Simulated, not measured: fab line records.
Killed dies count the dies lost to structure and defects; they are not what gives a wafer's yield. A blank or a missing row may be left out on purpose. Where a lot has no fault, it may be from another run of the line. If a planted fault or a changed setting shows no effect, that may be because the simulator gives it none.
Chamber matching | flow n5Finfet | cmp-04 running N5_ILD0_CMP_12: 4 sister chambers
The step polishes SiNx, stops on poly-Si, t overpolish 6 s, target thk 17.67 nm. 14 wafers are shown with their chamber, then 7 later ones without.

EACH WAFER AND ITS CHAMBER
wafer  | chamber | motorCurrentA (A) | overpolishRunS (s) | headPressurePsi (psi)
L074.1 | 0       | 8.3               | 6.008              | 2.505
L074.3 | 1       | 10.7              | 5.998              | 2.502
L074.5 | 3       | 8.7               | 5.991              | 2.497
L075.3 | 2       | 8.2               | 6.009              | 2.506
L075.5 | 2       | 8.0               | 6.008              | 2.500
L075.6 | 3       | 9.2               | 5.990              | 2.509
L076.1 | 3       | 8.9               | 6.020              | 2.502
L076.4 | 0       | 8.1               | 5.996              | 2.502
L076.5 | 3       | 9.5               | 6.000              | 2.495
L081.2 | 1       | 10.9              | 5.986              | 2.490
L081.4 | 2       | 8.1               | 5.997              | 2.499
L081.5 | 3       | 9.1               | 6.005              | 2.501
L085.2 | 2       | 8.4               | 6.008              | 2.498
L085.4 | 3       | 9.0               | 6.013              | 2.499

SIGNATURES (averages over the wafers above)
reading         | chamber 0 | chamber 1 | chamber 2 | chamber 3 | scatter within a chamber
motorCurrentA   | 8.200     | 10.800    | 8.175     | 9.067     | 0.224
overpolishRunS  | 6.00200   | 5.99200   | 6.00550   | 6.00317   | 0.00978
headPressurePsi | 2.50350   | 2.49600   | 2.50075   | 2.50050   | 0.00485
Rule: distance of a wafer from a chamber = root of the sum over the readings of ((wafer's reading minus chamber's mean) / reading's scatter) squared. If the next closest chamber is less than 2 further off than the closest, the wafer can't be placed; otherwise it belongs to the closest. The scatter: the root of (the sum of the squares of (reading less its chamber's mean) over the shown wafers, divided by (wafers less chambers)).

WAFERS MISSING THEIR CHAMBER
wafer  | motorCurrentA (A) | overpolishRunS (s) | headPressurePsi (psi)
L085.5 | 8.0               | 6.004              | 2.500
L094.2 | 9.0               | 5.994              | 2.497
L094.3 | 10.7              | 5.995              | 2.501
L094.5 | 8.6               | 5.995              | 2.502
L097.1 | 8.1               | 5.994              | 2.500
L097.2 | 9.2               | 6.003              | 2.510
L097.4 | 10.6              | 5.996              | 2.489

THE CHAMBER EACH PASSED THROUGH
wafer  | from the rows above          | in truth
L085.5 | can't be placed: 2 or 0      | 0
L094.2 | 3                            | 3
L094.3 | 1                            | 1
L094.5 | can't be placed: 0 or 2 or 3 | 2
L097.1 | can't be placed: 0 or 2      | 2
L097.2 | 3                            | 3
L097.4 | 1                            | 1
Placed correctly: 4 of 7. Can't be placed from these rows: 3 (the true chamber is among the candidates in 3). Number placed wrongly: 0.
